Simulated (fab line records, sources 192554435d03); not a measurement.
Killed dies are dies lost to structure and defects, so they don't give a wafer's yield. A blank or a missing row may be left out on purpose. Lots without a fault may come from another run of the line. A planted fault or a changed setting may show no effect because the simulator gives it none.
Which tool did it? | flow n5_finfet | 9 lots, 25 wafers sampled, at 9 steps of a route of 1938

WHAT THE GAUGES READ, wafer by wafer
N5_PMOS_HMC_CHANNEL_EPI_INSPECT_30: inspects for defects (darkfield).
lot  | measured    | on                | raw_defect_count
L951 | day 3 20:49 | defect_inspect-02 | 15 14 24
L952 | day 4 02:45 | defect_inspect-02 | 12 13 19
L954 | day 4 15:10 | defect_inspect-01 | 10 20 14
L957 | day 5 08:37 | defect_inspect-02 | 19 20 21
L960 | day 6 02:14 | defect_inspect-01 | 17 14
L962 | day 6 14:10 | defect_inspect-01 | 26 21 19
L963 | day 6 20:28 | defect_inspect-01 | 16 19 45
L964 | day 7 03:18 | defect_inspect-01 | 30 18
L966 | day 7 14:14 | defect_inspect-01 | 19 17 9

N5_FIN_SAQP_INSPECT_18: inspects for defects (brightfield).
lot  | measured    | on                | raw_defect_count
L951 | day 3 22:20 | defect_inspect-02 | 882 808 908
L952 | day 4 04:34 | defect_inspect-02 | 770 768 686
L954 | day 4 16:41 | defect_inspect-02 | 1030 880 747
L957 | day 5 10:04 | defect_inspect-02 | 583 423 496
L960 | day 6 03:30 | defect_inspect-02 | 405 331
L962 | day 6 17:25 | defect_inspect-02 | 533 437 384
L963 | day 6 21:55 | defect_inspect-02 | 305 659 478
L964 | day 7 04:54 | defect_inspect-01 | 498 329
L966 | day 7 15:38 | defect_inspect-02 | 341 520 562

N5_FIN_SAQP_INSPECT_40: inspects for defects (brightfield).
lot  | measured    | on                | raw_defect_count
L951 | day 4 04:17 | defect_inspect-01 | 752 803 858
L952 | day 4 09:04 | defect_inspect-01 | 707 619 582
L954 | day 4 21:34 | defect_inspect-02 | 595 532 592
L957 | day 5 14:55 | defect_inspect-01 | 297 150 175
L960 | day 6 09:11 | defect_inspect-02 | 342 247
L962 | day 6 22:04 | defect_inspect-01 | 283 151 175
L963 | day 7 02:21 | defect_inspect-01 | 194 455 383
L964 | day 7 10:35 | defect_inspect-02 | 280 245
L966 | day 7 20:31 | defect_inspect-02 | 218 252 198

N5_FIN_CUT_INSPECT_10: inspects for defects (brightfield).
lot  | measured    | on                | raw_defect_count
L951 | day 4 04:41 | defect_inspect-02 | 483 481 419
L952 | day 4 09:28 | defect_inspect-02 | 459 465 447
L954 | day 4 21:58 | defect_inspect-02 | 471 420 433
L957 | day 5 15:26 | defect_inspect-02 | 50 23 29
L960 | day 6 09:34 | defect_inspect-02 | 53 53
L962 | day 6 22:28 | defect_inspect-02 | 50 25 42
L963 | day 7 02:45 | defect_inspect-02 | 27 64 71
L964 | day 7 10:59 | defect_inspect-01 | 45 50
L966 | day 7 20:55 | defect_inspect-01 | 47 46 50

N5_FIN_CUT_INSPECT_17: inspects for defects (brightfield).
lot  | measured    | on                | raw_defect_count
L951 | day 4 06:12 | defect_inspect-02 | 734 783 808
L952 | day 4 10:28 | defect_inspect-02 | 677 612 571
L954 | day 4 22:59 | defect_inspect-01 | 615 530 603
L957 | day 5 16:23 | defect_inspect-02 | 293 134 152
L960 | day 6 10:40 | defect_inspect-02 | 335 247
L962 | day 6 23:28 | defect_inspect-02 | 274 155 167
L963 | day 7 03:44 | defect_inspect-01 | 205 479 379
L964 | day 7 11:56 | defect_inspect-01 | 311 279
L966 | day 7 21:52 | defect_inspect-01 | 232 263 212

N5_BEOL_M4_RC_MEAS_101.
lot  | measured     | on        | DIBL_N (mV/V)  | DIBL_P (mV/V)  | IOFF_N (nA/um) | IOFF_P (nA/um) | ION_N (uA/um) | ION_P (uA/um) | SS_N (mV/dec)  | SS_P (mV/dec)  | VT_N (mV)   | VT_P (mV)
L951 | day 10 02:07 | prober-02 | 34.2 29.9 35.6 | 34.9 28.0 35.0 | 0.14 0.08 0.17 | 0.17 0.10 0.17 | 666 634 681   | 455 431 455   | 70.9 70.5 71.5 | 73.2 71.9 72.6 | 251 259 247 | -254 -261 -256
L952 | day 10 07:01 | prober-02 | 40.5 36.6 38.3 | 43.2 39.1 40.2 | 0.26 0.15 0.21 | 0.26 0.20 0.20 | 697 676 686   | 459 455 452   | 72.7 71.8 71.9 | 74.4 74.3 73.9 | 244 252 246 | -251 -254 -253
L954 | day 10 14:29 | prober-02 | 35.6 35.6 33.2 | 36.8 36.7 34.3 | 0.15 0.15 0.12 | 0.21 0.20 0.18 | 663 690 657   | 463 473 454   | 71.8 71.2 70.3 | 73.6 73.7 73.6 | 252 251 255 | -248 -251 -251
L957 | day 11 16:50 | prober-01 | 38.2 35.4 34.8 | 38.9 36.4 36.2 | 0.18 0.13 0.15 | 0.21 0.17 0.19 | 669 667 698   | 458 461 475   | 71.9 71.2 70.6 | 74.2 73.1 73.2 | 249 253 248 | -252 -256 -252
L960 | day 12 16:28 | prober-02 | 36.8 38.3      | 36.2 38.6      | 0.18 0.21      | 0.21 0.24      | 690 686       | 460 462       | 72.1 71.9      | 73.8 74.4      | 246 244     | -250 -248
L962 | day 13 01:37 | prober-02 | 32.2 35.6 36.5 | 32.2 35.7 37.0 | 0.12 0.16 0.18 | 0.19 0.24 0.29 | 669 678 686   | 476 466 475   | 70.6 71.2 71.6 | 71.6 72.7 73.8 | 251 248 244 | -247 -244 -240
L963 | day 12 22:52 | prober-01 | 36.1 34.7 37.6 | 37.7 35.3 37.5 | 0.18 0.15 0.20 | 0.27 0.22 0.26 | 673 683 681   | 466 473 467   | 72.0 71.0 71.9 | 74.1 73.4 73.8 | 249 249 244 | -245 -248 -247
L964 | day 13 01:31 | prober-01 | 37.0 37.9      | 38.9 40.3      | 0.16 0.17      | 0.22 0.23      | 673 672       | 455 460       | 71.2 72.0      | 73.2 73.9      | 251 251     | -252 -250
L966 | day 14 09:05 | prober-01 | 34.2 36.0 32.6 | 36.4 37.1 33.2 | 0.15 0.18 0.12 | 0.21 0.22 0.17 | 678 682 665   | 460 462 457   | 71.5 71.9 71.3 | 74.1 73.2 72.6 | 248 246 251 | -249 -250 -254

WHICH TOOL RAN EACH LOT (tool, then ch and the chambers of the sampled wafers, then the start)
lot  | N5_PMOS_HMC_CHANNEL_EPI_HM_OPEN_15 | N5_PMOS_HMC_CHANNEL_EPI_FIN_RECESS_16 | N5_FIN_SAQP_PRECLEAN_00
L951 | rie_diel-05 ch 0,2,3, day 3 17:37  | rie_si-03 ch 0,1,3, day 3 18:00       | wet_bench-06 ch 0,1,3, day 3 20:52
L952 | rie_diel-03 ch 0,1, day 3 23:57    | rie_si-05 ch 0,2, day 4 00:21         | wet_bench-06 ch 3,6,7, day 4 02:47
L954 | rie_diel-05 ch 0,3, day 4 12:20    | rie_si-05 ch 1,2, day 4 12:43         | wet_bench-06 ch 0,3,5, day 4 15:13
L957 | rie_diel-06 ch 0,1,2, day 5 05:43  | rie_si-06 ch 0,2,3, day 5 06:05       | wet_bench-04 ch 3,6,7, day 5 08:40
L960 | rie_diel-03 ch 1, day 5 23:19      | rie_si-06 ch 0,1, day 5 23:42         | wet_bench-04 ch 0,7, day 6 02:17
L962 | rie_diel-03 ch 0,3, day 6 11:19    | rie_si-05 ch 1,2,3, day 6 11:42       | wet_bench-04 ch 1,2,5, day 6 14:13
L963 | rie_diel-03 ch 2,3, day 6 17:34    | rie_si-06 ch 0,1,2, day 6 17:56       | wet_bench-06 ch 0,4,5, day 6 20:34
L964 | rie_diel-05 ch 2,3, day 7 00:32    | rie_si-05 ch 0,1, day 7 00:55         | wet_bench-06 ch 4,7, day 7 03:20
L966 | rie_diel-05 ch 0,1,3, day 7 11:34  | rie_si-05 ch 0,1,3, day 7 11:57       | wet_bench-06 ch 0,2,7, day 7 14:17
- N5_PMOS_HMC_CHANNEL_EPI_HM_OPEN_15: chemistry CHF3/O2, target SiO2, target depth 40.6 nm, time 20.3 s.
- N5_PMOS_HMC_CHANNEL_EPI_FIN_RECESS_16: chemistry HBr/Cl2, target Si, target depth 54 nm, time 18 s.
- N5_FIN_SAQP_PRECLEAN_00: cleans in SC1, time 60 s.

WHAT THE TOOLS THEMSELVES READ (means of the sampled wafers that have a number; where no wafer has one, the mark that the record gives instead)
N5_PMOS_HMC_CHANNEL_EPI_HM_OPEN_15.
lot  | tool        | drypump_motor_current_A (A) | oes_f_703_au (a.u.) | oes_product_au (a.u.) | rf_vpp_V (V) | showerhead_plenum_p_Torr (Torr) | throttle_valve_pct (%)
L951 | rie_diel-05 | 5.9                         | 0.77                | 0.74                  | 530          | 2.48                            | 18.84
L952 | rie_diel-03 | 6.1                         | 0.71                | 0.72                  | 544          | 2.51                            | 19.00
L954 | rie_diel-05 | 5.5                         | 0.79                | 0.76                  | 529          | 2.49                            | 18.81
L957 | rie_diel-06 | 6.1                         | 0.74                | 0.74                  | 534          | 2.45                            | 18.81
L960 | rie_diel-03 | 6.4                         | 0.69                | 0.68                  | 516          | 2.49                            | 19.14
L962 | rie_diel-03 | 5.9                         | 0.70                | 0.71                  | 540          | 2.50                            | 19.07
L963 | rie_diel-03 | 5.8                         | 0.76                | 0.76                  | 508          | 2.46                            | 19.17
L964 | rie_diel-05 | 6.2                         | 0.73                | 0.71                  | 532          | 2.46                            | 18.98
L966 | rie_diel-05 | 5.5                         | 0.75                | 0.72                  | 532          | 2.48                            | 18.98

N5_PMOS_HMC_CHANNEL_EPI_FIN_RECESS_16.
lot  | tool      | drypump_motor_current_A (A) | oes_product_au (a.u.) | throttle_valve_pct (%)
L951 | rie_si-03 | 6.1                         | 1.007                 | 36.1
L952 | rie_si-05 | 5.2                         | 1.000                 | 35.8
L954 | rie_si-05 | 5.5                         | 1.021                 | 36.1
L957 | rie_si-06 | 5.6                         | 1.004                 | 35.8
L960 | rie_si-06 | 5.5                         | 1.022                 | 35.5
L962 | rie_si-05 | 5.7                         | 1.004                 | 35.7
L963 | rie_si-06 | 5.4                         | 1.001                 | 35.8
L964 | rie_si-05 | 5.6                         | 1.025                 | 35.7
L966 | rie_si-05 | 5.9                         | 1.011                 | 35.5

THE ANSWER, worked out from the rows above alone
Rule: what is usual is taken from the lots themselves. Put in order of their means at a reading, lots are off if they are a third of the lots or fewer, leave a main group of 4 or more, and stand apart from it by a gap of 3 or more times the standard deviation of the main group's means; of several such gaps the widest counts. A main group whose means are all the same, to the digits that the tables above print for the reading, isn't used. A lot without any number at a reading at which 4 lots or more have one is off too. The other lots that the step has rows for count as sound. The gauges are gone through in route order, then the tools' own readings, and for those a lot's mean is taken as printed above. The first step at which some lot is off is used, and at that step the reading that is off furthest; a lot without a number counts as furthest.
Off: L951, L952, L954, at N5_FIN_SAQP_INSPECT_18 (raw_defect_count). The main group: mean 448, standard deviation 45.
A tool fits if, at a process step before that reading, it ran every lot that is off, and no sound lot after the first of them. The gauges at N5_FIN_SAQP_INSPECT_18 are tried like those tools. None of those tried fits.

WHAT THE SIMULATOR HAD PUT IN
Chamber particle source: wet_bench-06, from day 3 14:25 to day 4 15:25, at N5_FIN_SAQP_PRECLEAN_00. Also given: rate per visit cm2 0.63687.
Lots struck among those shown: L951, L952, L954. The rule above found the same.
